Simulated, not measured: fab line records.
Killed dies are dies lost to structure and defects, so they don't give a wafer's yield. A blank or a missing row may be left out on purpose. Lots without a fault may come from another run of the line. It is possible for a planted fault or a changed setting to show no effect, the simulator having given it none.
fab line records    flow nand-harc
record: lots: 24  wafers: 72  last-day: 24
route steps=1159 shown A_WL_FILL@813 A_CONTACT@860
lots that met no fault: from a run of the same line without faults
start-h: the number of hours between the record's first day and the start of the first shown wafer of the lot    wait-h: how many hours have passed since the lot's step before this one    " as in the row above    L1.1+2: a single row standing in for several wafers    - value missing, or start not given    * or withheld: withheld    < > ~ a bound
route shown NAME@n: names a module that has steps shown in the file, with the first one's number in the route    usual: mean/standard deviation of fault-free wafers    same: alike in all rows    chamber/n: place in a boat    sites: per-site readings    _std_site: how widely they spread, as a standard deviation    _edge_site: mean of outer sites minus mean of inner sites    radius-mm: how far each site lies from the wafer's centre    mask NAME#n: copy n    behind: the last tool/chamber to shape the wafer    hold: cause of the lot's hold/its duration in hours/its outcome    device: transistor that didn't switch, given as n, p or np    end of line: the tests these same wafers got at the end of their route    where a step has no rows: the recipe by itself    killed: dies lost to structure and defects at the first sort, not the wafer's yield    map: dies across one wafer; x = killed, . = not, _ = none there
set.NAME: setting as actually run; set.NAME@STEP: the setting as run at that earlier step    model.NAME: the simulator's own value behind a step, which no gauge read
route steps across a sampled set of lots; one table per step, one row per wafer
services: when a tool's chamber went out of use (start-h, in hours from the record's first day, below 0 if earlier), for how many hours, and the reason
== steps ==
step: NHARC_A_WL_FILL_CVD_03
recipe: target-thk-a: 400  temp-c: 300  pressure-torr: 40  wf6-flow-sccm: 40  h2-flow-sccm: 1600  ar-flow-sccm: 1560  time-s: 3302  material: W
usual: heater-power-w: 472/76  mfc-h2-sccm: 1600/5  throttle-valve-pct: 7.8/0.35
lot.wafer  tool      chamber  start-h  wait-h  heater-power-w  mfc-h2-sccm  throttle-valve-pct
L075.1     cvd-w-02  0        339.15   2.7     551             1607         7.6
L075.2     "         1        "        "       383             1593         8.1
L075.5     "         1        341.51   5.1     386             1602         7.9
L077.1     cvd-w-01  0        344.41   3.0     482             1594         7.9
L077.2     "         1        "        "       498             1594         8.1
L077.6     "         0        346.28   4.9     464             1598         7.6
L076.1     cvd-w-01  1        347.21   5.8     502             1588         8.5
L076.4     "         1        "        "       507             1595         8.1
L076.6     "         1        "        "       506             1597         8.2
L078.2     cvd-w-02  1        348.12   6.6     389             1599         8.2
L078.1     "         0        "        "       558             1596         7.6
L078.3     "         0        "        "       570             1596         7.6
L074.1     cvd-w-01  0        350.03   8.4     465             1604         7.9
L074.4     "         1        351.45   9.8     519             1593         8.2
L074.6     "         1        "        "       509             1595         8.2
L079.2     cvd-w-01  1        356.33   0.1     521             1608         8.2
L079.4     "         1        "        "       513             1602         8.1
L079.6     "         1        "        "       511             1605         8.2
L080.3     cvd-w-01  0        369.47   4.8     477             1599         8.0
L080.4     "         1        "        "       511             1603         7.7
L080.5     "         1        "        "       508             1600         8.2
L081.1     cvd-w-01  1        377.48   2.5     506             1606         8.0
L081.2     "         0        "        "       476             1596         8.1
L081.6     "         0        379.81   4.8     466             1595         7.9
L083.1     cvd-w-01  1        387.49   1.4     507             1603         8.0
L083.3     "         0        "        "       469             1598         7.9
L083.5     "         1        389.37   3.3     515             1607         8.4
L082.1     cvd-w-02  0        389.08   2.8     550             1606         7.4
L082.6     "         0        390.98   4.7     561             1606         7.2
L082.5     "         1        "        "       358             1600         7.8
L084.3     cvd-w-02  0        395.26   1.5     548             1599         7.3
L084.6     "         1        "        "       356             1596         7.8
L084.5     "         0        "        "       545             1601         7.4
L087.2     cvd-w-02  0        403.50   0.1     544             1603         7.2
L087.1     "         1        "        "       368             1604         8.0
L087.4     "         1        "        "       359             1600         8.1
L086.2     cvd-w-01  1        403.88   0.3     525             1610         8.2
L086.1     "         0        "        "       471             1597         7.7
L086.4     "         0        "        "       457             1609         8.2
L085.1     cvd-w-02  1        412.85   1.7     362             1601         8.0
L085.3     "         1        "        "       363             1597         8.0
L085.5     "         1        "        "       363             1603         8.2
L088.1     cvd-w-02  1        416.45   0.1     362             1596         8.0
L088.4     "         1        "        "       356             1594         8.2
L088.3     "         0        "        "       569             1596         7.4
L091.2     cvd-w-02  0        431.19   0.1     560             1602         7.4
L091.1     "         1        "        "       359             1602         8.2
L091.3     "         1        "        "       363             1604         8.2
L089.4     cvd-w-01  1        432.13   1.0     509             1603         8.3
L089.3     "         0        "        "       481             1606         7.9
L089.5     "         0        "        "       473             1606         8.2
L090.1     cvd-w-02  0        434.47   3.1     530             1589         7.5
L090.3     "         1        "        "       362             1597         8.1
L090.4     "         0        "        "       545             1597         7.5
L092.1     cvd-w-02  0        444.12   0.1     552             1607         7.3
L092.4     "         1        445.54   1.5     355             1592         8.2
L092.5     "         0        "        "       550             1598         7.2
L096.1     cvd-w-02  0        455.68   0.7     562             1594         7.5
L096.3     "         0        "        "       552             1602         7.5
L096.4     "         1        "        "       353             1591         8.1
L094.3     cvd-w-02  1        459.43   4.2     363             1593         8.1
L094.4     "         0        "        "       558             1603         7.5
L094.6     "         0        "        "       548             1601         7.3
L095.1     cvd-w-01  0        460.46   5.1     473             1605         7.9
L095.2     "         1        "        "       514             1604         7.9
L095.3     "         0        "        "       463             1606         7.8
L093.2     cvd-w-02  0        461.29   5.7     547             1602         7.4
L093.4     "         0        "        "       542             1604         7.1
L093.6     "         1        463.65   8.1     366             1605         8.1
L097.1     cvd-w-02  0        469.78   1.3     566             1594         7.4
L097.4     "         1        471.18   2.7     360             1592         8.0
L097.5     "         1        "        "       361             1598         8.1
step: NHARC_A_WL_FILL_STRIP_29
recipe: time-s: 20  o2-flow-sccm: 500  ar-flow-sccm: 0  bias-w: 0  chemistry: O2
usual: drypump-motor-current-A: 5.7/0.57  oes-product-au: 1.001/0.009  rf-vpp-V: 57.7/0.96  showerhead-plenum-p-Torr: 3.49/0.15  throttle-valve-pct: 17.036/0.0095
lot.wafer  tool         chamber  start-h  wait-h  drypump-motor-current-A  oes-product-au  rf-hours-counter-h  rf-vpp-V  showerhead-plenum-p-Torr  throttle-valve-pct
L075.2     rie-diel-11  1        353.46   0.1     6.6                      0.986           9.0                 58.8      3.35                      17.027
L075.1     "            3        "        "       5.9                      1.005           9.7                 57.2      3.35                      17.024
L075.5     "            1        "        "       6.6                      0.988           -                   58.3      3.35                      17.028
L076.1     rie-diel-11  1        358.09   0.1     6.6                      0.992           9.1                 55.3      3.35                      17.043
L076.4     "            3        "        "       5.9                      1.009           9.7                 57.7      3.35                      17.041
L076.6     "            1        "        "       6.6                      0.989           -                   57.7      3.35                      17.030
L077.2     rie-diel-13  3        358.56   0.5     5.7                      0.998           1.5                 57.1      3.60                      17.046
L077.1     "            0        "        "       4.6                      1.011           1.5                 57.6      3.46                      17.053
L077.6     "            3        "        "       5.8                      1.003           -                   57.7      3.60                      17.015
L074.4     rie-diel-08  2        361.88   0.1     6.1                      0.995           2.1                 58.2      3.70                      17.024
L074.1     "            3        "        "       5.7                      0.994           2.0                 58.7      3.73                      17.049
L074.6     "            1        "        "       5.9                      0.989           -                   57.1      3.31                      17.035
L078.2     rie-diel-11  0        362.26   0.1     5.9                      1.016           9.5                 59.2      3.53                      17.031
L078.3     "            1        "        "       6.6                      0.989           9.2                 56.1      3.35                      17.041
L078.1     "            3        "        "       5.9                      1.012           9.8                 56.7      3.35                      17.023
L079.4     rie-diel-13  0        370.36   0.1     4.6                      1.012           1.9                 58.6      3.46                      17.025
L079.2     "            3        "        "       5.7                      1.004           2.0                 58.4      3.60                      17.050
L079.6     "            1        "        "       5.1                      0.999           -                   55.8      3.35                      17.034
L080.3     rie-diel-13  3        382.48   0.1     5.7                      0.984           2.1                 57.2      3.60                      17.016
L080.4     "            0        "        "       4.6                      0.998           2.0                 57.7      3.46                      17.026
L080.5     "            2        "        "       5.1                      0.990           -                   57.1      3.35                      17.048
L081.1     rie-diel-08  2        391.34   0.1     6.1                      1.001           3.3                 58.6      3.70                      17.031
L081.2     "            0        "        "       6.5                      1.003           3.2                 58.0      3.53                      17.030
L081.6     "            2        "        "       6.2                      0.996           -                   58.3      3.70                      17.050
L082.1     rie-diel-08  3        401.27   0.1     5.7                      1.009           3.7                 58.5      3.73                      17.047
L082.6     "            3        "        "       5.7                      0.997           -                   57.5      3.73                      17.025
L082.5     "            1        "        "       5.8                      1.008           -                   56.7      3.31                      17.038
L083.1     rie-diel-13  3        401.33   0.1     5.7                      0.993           2.7                 60.7      3.60                      17.030
L083.3     "            0        "        "       4.6                      1.004           2.7                 57.1      3.46                      17.030
L083.5     "            3        "        "       5.7                      0.999           -                   58.3      3.60                      17.033
L084.3     rie-diel-11  1        409.25   0.1     6.6                      0.980           2.5                 58.0      3.35                      17.033
L084.5     "            0        "        "       5.9                      1.007           -                   56.8      3.53                      17.053
L084.6     "            1        "        "       6.6                      0.992           -                   56.5      3.35                      17.044
L087.2     rie-diel-13  2        417.17   0.1     5.1                      1.008           3.3                 57.7      3.35                      17.056
L087.4     "            0        "        "       4.6                      1.017           3.3                 57.8      3.45                      17.044
L087.1     "            1        "        "       5.1                      1.005           2.7                 57.2      3.35                      17.034
L086.1     rie-diel-08  1        418.90   0.1     5.8                      0.992           4.8                 57.0      3.31                      17.042
L086.4     "            2        "        "       6.1                      0.997           4.8                 56.8      3.70                      17.039
L086.2     "            3        "        "       5.7                      1.005           4.8                 57.9      3.73                      17.033
L085.3     rie-diel-11  3        427.83   0.1     5.9                      1.024           4.0                 58.8      3.34                      17.022
L085.1     "            0        "        "       5.9                      1.001           3.7                 57.6      3.53                      17.042
L085.5     "            3        "        "       5.9                      1.015           -                   56.6      3.34                      17.040
L088.4     rie-diel-13  3        427.93   0.1     5.7                      0.991           3.6                 59.5      3.60                      17.028
L088.3     "            0        "        "       4.6                      0.992           3.5                 57.3      3.46                      17.034
L088.1     "            2        "        "       5.1                      0.992           3.6                 57.6      3.35                      17.036
L091.2     rie-diel-08  0        444.84   0.1     6.5                      1.008           4.9                 57.3      3.53                      17.036
L091.3     "            1        "        "       5.8                      1.009           5.6                 57.3      3.31                      17.037
L091.1     "            2        "        "       6.2                      1.008           5.5                 57.6      3.70                      17.025
L089.4     rie-diel-13  1        444.92   0.1     5.1                      0.992           3.3                 58.0      3.34                      17.043
L089.3     "            2        "        "       5.1                      1.003           3.9                 58.5      3.35                      17.030
L089.5     "            0        "        "       4.6                      1.007           -                   57.0      3.45                      17.048
L090.4     rie-diel-11  0        448.08   0.1     5.9                      0.999           4.8                 58.5      3.53                      17.035
L090.1     "            1        "        "       6.6                      0.983           4.8                 55.1      3.35                      17.047
L090.3     "            2        "        "       5.7                      1.004           4.2                 59.1      3.71                      17.034
L092.4     rie-diel-11  1        459.77   0.1     6.6                      0.996           5.4                 58.0      3.35                      17.040
L092.1     "            2        "        "       5.7                      1.013           4.8                 59.0      3.71                      17.018
L092.5     "            0        "        "       5.8                      1.013           -                   56.8      3.53                      17.027
L096.1     rie-diel-13  1        469.32   0.1     5.1                      1.000           0.1                 57.5      3.34                      17.037
L096.4     "            2        "        "       5.2                      0.994           0.1                 56.6      3.35                      17.038
L096.3     "            0        "        "       4.6                      0.992           0.1                 57.4      3.45                      17.029
L094.3     rie-diel-08  0        472.68   0.1     6.5                      1.004           6.1                 59.2      3.53                      17.039
L094.4     "            2        "        "       6.2                      1.000           5.9                 56.5      3.70                      17.039
L094.6     "            1        "        "       5.8                      0.998           -                   57.1      3.31                      17.040
L095.1     rie-diel-13  3        472.78   0.1     5.7                      0.974           0.3                 59.0      3.60                      17.029
L095.3     "            0        "        "       4.6                      0.987           0.3                 57.2      3.45                      17.038
L095.2     "            1        "        "       5.1                      0.997           0.4                 56.0      3.34                      17.035
L093.2     rie-diel-11  1        475.80   0.1     6.6                      1.001           7.2                 57.0      3.35                      17.043
L093.4     "            0        "        "       5.9                      1.016           6.5                 57.4      3.53                      17.038
L093.6     "            2        "        "       5.7                      1.016           -                   57.4      3.71                      17.022
L097.1     rie-diel-11  1        486.04   0.1     6.6                      0.996           7.5                 58.5      3.35                      17.029
L097.5     "            0        "        "       5.9                      1.007           -                   57.6      3.53                      17.031
L097.4     "            1        "        "       6.6                      0.994           -                   57.0      3.35                      17.053
step: NHARC_A_WL_FILL_INSPECT_15
usual: raw-defect-count: 404/120
lot.wafer  tool               chamber  start-h  wait-h  raw-defect-count
L075.1     defect-inspect-02  -        367.54   0.0     226
L075.2     "                  -        "        "       253
L075.5     "                  -        "        "       329
L076.1     defect-inspect-02  -        369.76   0.0     378
L076.4     "                  -        "        "       312
L076.6     "                  -        "        "       588
L077.1     defect-inspect-02  -        371.82   0.0     202
L077.2     "                  -        "        "       249
L077.6     "                  -        "        "       249
L074.1     defect-inspect-02  -        376.55   0.0     299
L074.4     "                  -        "        "       278
L074.6     "                  -        "        "       439
L078.1     defect-inspect-01  -        376.89   0.0     430
L078.2     "                  -        "        "       739
L078.3     "                  -        "        "       514
L079.2     defect-inspect-01  -        385.82   0.0     437
L079.4     "                  -        "        "       320
L079.6     "                  -        "        "       516
L080.3     defect-inspect-01  -        397.14   0.0     296
L080.4     "                  -        "        "       367
L080.5     "                  -        "        "       421
L081.1     defect-inspect-01  -        402.82   0.0     603
L081.2     "                  -        "        "       947
L081.6     "                  -        "        "       575
L082.1     defect-inspect-01  -        412.76   0.0     422
L082.5     "                  -        "        "       563
L082.6     "                  -        "        "       557
L083.1     defect-inspect-01  -        413.08   0.1     430
L083.3     "                  -        "        "       315
L083.5     "                  -        "        "       443
L084.3     defect-inspect-01  -        420.34   0.0     440
L084.5     "                  -        "        "       293
L084.6     "                  -        "        "       441
L086.1     defect-inspect-02  -        428.63   0.0     429
L086.2     "                  -        "        "       575
L086.4     "                  -        "        "       464
L087.1     defect-inspect-01  -        428.72   0.0     395
L087.2     "                  -        "        "       389
L087.4     "                  -        "        "       279
L085.1     defect-inspect-02  -        440.93   0.0     346
L085.3     "                  -        "        "       380
L085.5     "                  -        "        "       564
L088.1     defect-inspect-02  -        442.35   0.0     328
L088.3     "                  -        "        "       330
L088.4     "                  -        "        "       285
L091.1     defect-inspect-01  -        456.10   0.0     305
L091.2     "                  -        "        "       310
L091.3     "                  -        "        "       400
L089.3     defect-inspect-02  -        456.16   0.1     518
L089.4     "                  -        "        "       443
L089.5     "                  -        "        "       344
L090.1     defect-inspect-01  -        461.15   0.0     540
L090.3     "                  -        "        "       531
L090.4     "                  -        "        "       494
L092.1     defect-inspect-01  -        471.00   0.0     238
L092.4     "                  -        "        "       290
L092.5     "                  -        "        "       383
L096.1     defect-inspect-02  -        480.39   0.0     511
L096.3     "                  -        "        "       406
L096.4     "                  -        "        "       629
L094.3     defect-inspect-02  -        484.18   0.0     703
L094.4     "                  -        "        "       329
L094.6     "                  -        "        "       376
L095.1     defect-inspect-01  -        488.44   0.0     346
L095.2     "                  -        "        "       298
L095.3     "                  -        "        "       363
L093.2     defect-inspect-01  -        494.13   0.0     332
L093.4     "                  -        "        "       300
L093.6     "                  -        "        "       217
L097.1     defect-inspect-01  -        502.24   0.0     246
L097.4     "                  -        "        "       388
L097.5     "                  -        "        "       288
step: NHARC_A_CONTACT_ETCH_50
recipe: target-depth-a: 847  time-s: 42.4  cf4-flow-sccm: 100  chf3-flow-sccm: 30  ar-flow-sccm: 0  rf-w: 500  bias-w: 200  chemistry: CF4/CHF3
usual: drypump-motor-current-A: 5.72/0.28  oes-product-au: 0.948/0.021  rf-vpp-V: 370.9/2.5  showerhead-plenum-p-Torr: 1.58/0.069  throttle-valve-pct: 16.802/0.009
lot.wafer  tool         chamber  start-h  wait-h  drypump-motor-current-A  oes-product-au  rf-hours-counter-h  rf-vpp-V  showerhead-plenum-p-Torr  throttle-valve-pct
L075.1     rie-diel-01  0        -        -       6.18                     0.964           9                   373.3     1.60                      16.803
L075.2     "            3        "        "       5.67                     0.968           8                   366.0     1.46                      16.799
L075.5     "            1        "        "       5.91                     0.978           -                   372.9     1.64                      16.787
L076.1     rie-diel-02  1        -        -       5.45                     0.976           11                  367.3     1.49                      16.809
L076.4     "            2        "        "       5.14                     0.969           11                  374.7     1.68                      16.798
L076.6     "            0        "        "       5.86                     0.966           -                   368.0     1.51                      16.801
L077.1     rie-diel-01  1        -        -       5.88                     0.968           10                  371.9     1.64                      16.801
L077.2     "            3        "        "       5.68                     0.958           9                   367.8     1.46                      16.797
L077.6     "            2        "        "       5.71                     0.947           -                   372.8     1.64                      16.804
L074.1     rie-diel-02  1        -        -       5.46                     0.969           15                  367.4     1.49                      16.802
L074.4     "            2        "        "       5.16                     0.957           16                  373.0     1.68                      16.804
L074.6     "            3        "        "       6.11                     0.980           -                   373.3     1.61                      16.811
L078.3     rie-diel-01  2        -        -       5.69                     0.971           10                  373.0     1.64                      16.799
L078.2     "            0        "        "       6.15                     0.973           10                  373.4     1.60                      16.802
L078.1     "            1        "        "       5.89                     0.966           11                  372.5     1.64                      16.801
L079.2     rie-diel-01  2        -        -       5.72                     0.970           13                  374.2     1.64                      16.813
L079.4     "            3        "        "       5.68                     0.976           13                  367.9     1.46                      16.797
L079.6     "            2        "        "       5.71                     0.968           -                   372.6     1.64                      16.815
L080.3     rie-diel-01  3        -        -       5.65                     0.971           16                  366.0     1.46                      16.802
L080.4     "            2        "        "       5.68                     0.946           16                  372.5     1.64                      16.798
L080.5     "            0        "        "       6.16                     0.957           -                   373.4     1.60                      16.806
L081.2     rie-diel-02  2        -        -       5.14                     0.927           26                  373.6     1.68                      16.809
L081.1     "            3        "        "       6.09                     0.923           26                  371.2     1.61                      16.803
L081.6     "            2        "        "       5.18                     0.926           -                   373.9     1.68                      16.803
L082.1     rie-diel-01  2        -        -       5.69                     0.926           19                  372.0     1.64                      16.820
L082.6     "            3        "        "       5.65                     0.930           -                   366.3     1.46                      16.788
L082.5     "            0        "        "       6.16                     0.930           -                   371.6     1.60                      16.811
L083.3     rie-diel-02  0        -        -       5.81                     0.941           29                  368.9     1.51                      16.807
L083.1     "            1        "        "       5.49                     0.928           30                  367.6     1.48                      16.808
L083.5     "            3        "        "       6.10                     0.941           -                   373.2     1.61                      16.806
L084.3     rie-diel-01  0        -        -       6.17                     0.964           20                  372.1     1.60                      16.802
L084.5     "            1        "        "       5.89                     0.961           -                   374.1     1.64                      16.793
L084.6     "            2        "        "       5.71                     0.947           -                   372.0     1.64                      16.820
L086.4     rie-diel-07  0        -        -       5.70                     0.969           8                   371.7     1.62                      16.806
L086.1     "            2        "        "       5.61                     0.985           6                   372.0     1.60                      16.791
L086.2     "            3        "        "       5.45                     0.968           7                   370.1     1.57                      16.816
L087.1     rie-diel-07  2        -        -       5.64                     0.935           6                   371.2     1.60                      16.808
L087.4     "            0        "        "       5.70                     0.960           8                   370.6     1.62                      16.775
L087.2     "            1        "        "       5.62                     0.940           7                   372.0     1.57                      16.807
L085.1     rie-diel-02  3        -        -       6.10                     0.922           41                  371.5     1.61                      16.810
L085.3     "            1        "        "       5.49                     0.922           42                  366.1     1.48                      16.794
L085.5     "            3        "        "       6.11                     0.919           -                   371.8     1.61                      16.798
L088.3     rie-diel-02  1        -        -       5.46                     0.919           43                  367.3     1.48                      16.811
L088.4     "            2        "        "       5.16                     0.916           42                  374.3     1.67                      16.813
L088.1     "            3        "        "       6.10                     0.921           41                  371.3     1.61                      16.809
L091.3     rie-diel-01  1        -        -       5.86                     0.979           28                  372.6     1.63                      16.801
L091.1     "            2        "        "       5.67                     0.955           27                  373.1     1.64                      16.809
L091.2     "            0        "        "       6.19                     0.983           27                  369.5     1.60                      16.821
L089.4     rie-diel-02  1        -        -       5.51                     0.929           46                  367.8     1.48                      16.816
L089.3     "            2        "        "       5.13                     0.926           45                  373.3     1.67                      16.788
L089.5     "            2        "        "       5.13                     0.937           -                   374.6     1.67                      16.799
L090.1     rie-diel-02  3        -        -       6.13                     0.930           45                  372.2     1.61                      16.812
L090.4     "            0        "        "       5.82                     0.926           47                  368.0     1.50                      16.805
L090.3     "            1        "        "       5.46                     0.924           48                  367.1     1.48                      16.784
L092.1     rie-diel-01  0        -        -       6.15                     0.956           31                  372.0     1.60                      16.798
L092.4     "            2        "        "       5.70                     0.965           30                  373.5     1.64                      16.815
L092.5     "            0        "        "       6.16                     0.953           -                   371.1     1.60                      16.814
L096.3     rie-diel-02  3        -        -       6.10                     0.931           50                  373.4     1.60                      16.798
L096.4     "            0        "        "       5.82                     0.930           53                  369.7     1.50                      16.793
L096.1     "            2        "        "       5.15                     0.936           51                  372.9     1.67                      16.800
L094.4     rie-diel-07  1        -        -       5.62                     0.931           28                  369.3     1.57                      16.803
L094.3     "            2        "        "       5.63                     0.921           29                  370.3     1.60                      16.800
L094.6     "            0        "        "       5.69                     0.932           -                   373.0     1.61                      16.786
L095.2     rie-diel-07  3        -        -       5.47                     0.925           30                  371.8     1.56                      16.807
L095.1     "            1        "        "       5.61                     0.921           29                  370.9     1.57                      16.803
L095.3     "            2        "        "       5.62                     0.921           29                  370.2     1.60                      16.800
L093.2     rie-diel-07  0        -        -       5.70                     0.942           32                  370.8     1.61                      16.797
L093.4     "            1        "        "       5.60                     0.967           30                  369.6     1.57                      16.794
L093.6     "            3        "        "       5.47                     0.931           -                   371.6     1.56                      16.789
L097.1     rie-diel-01  2        -        -       5.73                     0.951           1                   373.2     1.64                      16.804
L097.4     "            1        "        "       5.84                     0.982           1                   372.6     1.63                      16.796
L097.5     "            3        "        "       5.66                     0.962           -                   374.6     1.70                      16.811
step: NHARC_A_CONTACT_ETCH_113
recipe: source-w: withheld  pressure-mtorr: 20  bias-v: 3000  time-s: 94  target-depth-a: 9220  ar-flow-sccm: withheld  c4f8-flow-sccm: withheld  o2-flow-sccm: withheld  chemistry: C4F8/O2/Ar
lot.wafer  tool             chamber  start-h  wait-h  rf-hours-counter-h
L075.2     har-cap-etch-03  0        372.79   0.1     79
L075.1     "                1        "        "       79
L075.5     "                1        "        "       -
L076.1     har-cap-etch-02  1        375.17   0.1     8
L076.4     "                0        "        "       -
L076.6     "                1        "        "       -
L077.2     har-cap-etch-03  1        377.84   0.1     80
L077.1     "                0        "        "       80
L077.6     "                1        "        "       -
L074.1     har-cap-etch-03  1        383.95   0.1     81
L074.4     "                1        "        "       -
L074.6     "                0        "        "       -
L078.2     har-cap-etch-02  0        385.35   0.1     11
L078.1     "                1        "        "       11
L078.3     "                0        "        "       -
L079.2     har-cap-etch-03  1        391.71   0.1     84
L079.4     "                0        "        "       -
L079.6     "                0        "        "       -
L080.3     har-cap-etch-03  1        402.81   0.1     -
L080.4     "                0        "        "       -
L080.5     "                1        "        "       -
L081.1     har-cap-etch-02  1        408.49   0.1     15
L081.2     "                0        "        "       15
L081.6     "                0        "        "       -
L082.1     har-cap-etch-03  1        422.91   0.1     90
L082.6     "                1        "        "       -
L082.5     "                0        "        "       -
L083.1     har-cap-etch-01  0        424.06   0.1     66
L083.3     "                1        "        "       -
L083.5     "                0        "        "       -
L084.3     har-cap-etch-02  1        426.60   0.1     -
L084.6     "                1        "        "       -
L084.5     "                0        "        "       -
L086.2     har-cap-etch-01  1        434.03   0.1     69
L086.1     "                0        "        "       69
L086.4     "                0        "        "       -
L087.1     har-cap-etch-03  0        434.84   0.1     93
L087.2     "                1        "        "       93
L087.4     "                1        "        "       -
L085.1     har-cap-etch-03  1        447.75   0.1     95
L085.3     "                1        "        "       -
L085.5     "                1        "        "       -
L088.1     har-cap-etch-01  1        450.72   0.1     72
L088.4     "                0        "        "       -
L088.3     "                1        "        "       -
L091.2     har-cap-etch-01  0        461.53   0.1     73
L091.1     "                1        "        "       73
L091.3     "                0        "        "       -
L089.4     har-cap-etch-02  0        461.90   0.1     -
L089.3     "                1        "        "       -
L089.5     "                1        "        "       -
L090.1     har-cap-etch-02  0        466.59   0.1     24
L090.3     "                1        "        "       -
L090.4     "                0        "        "       -
L092.1     har-cap-etch-02  0        478.30   0.1     27
L092.4     "                0        "        "       -
L092.5     "                0        "        "       -
L096.1     har-cap-etch-02  0        487.41   0.1     28
L096.4     "                1        "        "       -
L096.3     "                0        "        "       -
L094.4     har-cap-etch-01  1        494.82   0.1     -
L094.3     "                0        "        "       -
L094.6     "                0        "        "       -
L095.2     har-cap-etch-03  0        496.12   0.1     103
L095.1     "                1        "        "       103
L095.3     "                1        "        "       -
L093.2     har-cap-etch-01  0        499.61   0.1     80
L093.4     "                0        "        "       -
L093.6     "                1        "        "       -
L097.1     har-cap-etch-02  1        507.85   0.1     32
L097.4     "                0        "        "       -
L097.5     "                1        "        "       -
step: NHARC_A_CONTACT_ETCH_115
recipe: source-w: withheld  pressure-mtorr: 20  bias-v: 3000  time-s: 94  target-depth-a: 9220  ar-flow-sccm: withheld  c4f8-flow-sccm: withheld  o2-flow-sccm: withheld  chemistry: C4F8/O2/Ar
lot.wafer  tool             chamber  start-h  wait-h  rf-hours-counter-h
L075.2     har-cap-etch-03  0        372.97   0.1     79
L075.1     "                1        "        "       79
L075.5     "                1        "        "       -
L076.1     har-cap-etch-02  1        375.36   0.1     8
L076.4     "                0        "        "       -
L076.6     "                1        "        "       -
L077.2     har-cap-etch-03  1        378.03   0.1     80
L077.1     "                0        "        "       80
L077.6     "                1        "        "       -
L074.1     har-cap-etch-03  1        384.13   0.1     81
L074.4     "                1        "        "       -
L074.6     "                0        "        "       -
L078.2     har-cap-etch-02  0        385.60   0.1     11
L078.1     "                1        "        "       11
L078.3     "                0        "        "       -
L079.2     har-cap-etch-03  1        391.89   0.1     84
L079.4     "                0        "        "       -
L079.6     "                0        "        "       -
L080.3     har-cap-etch-03  1        402.99   0.1     -
L080.4     "                0        "        "       -
L080.5     "                1        "        "       -
L081.1     har-cap-etch-02  1        408.81   0.1     15
L081.2     "                0        "        "       15
L081.6     "                0        "        "       -
L082.1     har-cap-etch-03  1        423.10   0.1     90
L082.6     "                1        "        "       -
L082.5     "                0        "        "       -
L083.1     har-cap-etch-01  0        424.24   0.1     66
L083.3     "                1        "        "       -
L083.5     "                0        "        "       -
L084.3     har-cap-etch-02  1        426.78   0.1     -
L084.6     "                1        "        "       -
L084.5     "                0        "        "       -
L086.2     har-cap-etch-01  1        434.21   0.1     69
L086.1     "                0        "        "       69
L086.4     "                0        "        "       -
L087.1     har-cap-etch-03  0        435.02   0.1     94
L087.2     "                1        "        "       94
L087.4     "                1        "        "       -
L085.1     har-cap-etch-03  1        447.93   0.1     95
L085.3     "                1        "        "       -
L085.5     "                1        "        "       -
L088.1     har-cap-etch-01  1        450.90   0.1     72
L088.4     "                0        "        "       -
L088.3     "                1        "        "       -
L091.2     har-cap-etch-01  0        461.72   0.1     73
L091.1     "                1        "        "       73
L091.3     "                0        "        "       -
L089.4     har-cap-etch-02  0        462.09   0.1     -
L089.3     "                1        "        "       -
L089.5     "                1        "        "       -
L090.1     har-cap-etch-02  0        466.77   0.1     25
L090.3     "                1        "        "       -
L090.4     "                0        "        "       -
L092.1     har-cap-etch-02  0        478.48   0.1     27
L092.4     "                0        "        "       -
L092.5     "                0        "        "       -
L096.1     har-cap-etch-02  0        487.59   0.1     28
L096.4     "                1        "        "       -
L096.3     "                0        "        "       -
L094.4     har-cap-etch-01  1        495.00   0.1     -
L094.3     "                0        "        "       -
L094.6     "                0        "        "       -
L095.2     har-cap-etch-03  0        496.33   0.1     103
L095.1     "                1        "        "       103
L095.3     "                1        "        "       -
L093.2     har-cap-etch-01  0        499.80   0.1     80
L093.4     "                0        "        "       -
L093.6     "                1        "        "       -
L097.1     har-cap-etch-02  1        508.04   0.1     32
L097.4     "                0        "        "       -
L097.5     "                1        "        "       -
== services ==
tool             chamber  start-h  hours  kind
har-cap-etch-02  0        322.00   -      clean
har-cap-etch-02  1        322.00   -      clean
rie-diel-02      -        327.83   9.0    pm
rie-diel-11      -        366.50   9.0    pm
cvd-w-02         -        376.08   13.0   pm
cvd-w-02         0        376.08   13.0   vent-cycle
cvd-w-02         1        376.08   13.0   vent-cycle
rie-diel-07      0        379.37   1.6    repair
rie-diel-13      1        392.30   11.3   repair
rie-diel-11      2        393.32   4.4    repair
rie-diel-08      0        397.07   9.4    repair
rie-diel-07      -        405.36   9.0    pm
har-cap-etch-03  -        408.22   0.1    repair
rie-diel-02      1        414.90   1.6    repair
rie-diel-08      1        431.20   3.1    repair
rie-diel-11      1        438.15   5.4    repair
rie-diel-08      2        447.30   16.9   repair
rie-diel-13      -        453.12   9.0    pm
rie-diel-08      -        478.85   9.0    pm
cvd-w-01         -        479.19   13.0   pm
rie-diel-11      3        484.45   4.1    repair
rie-diel-01      -        491.81   9.0    pm
rie-diel-02      -        505.80   9.0    pm
cvd-w-01         -        506.26   3.2    repair
== key ==
fault none
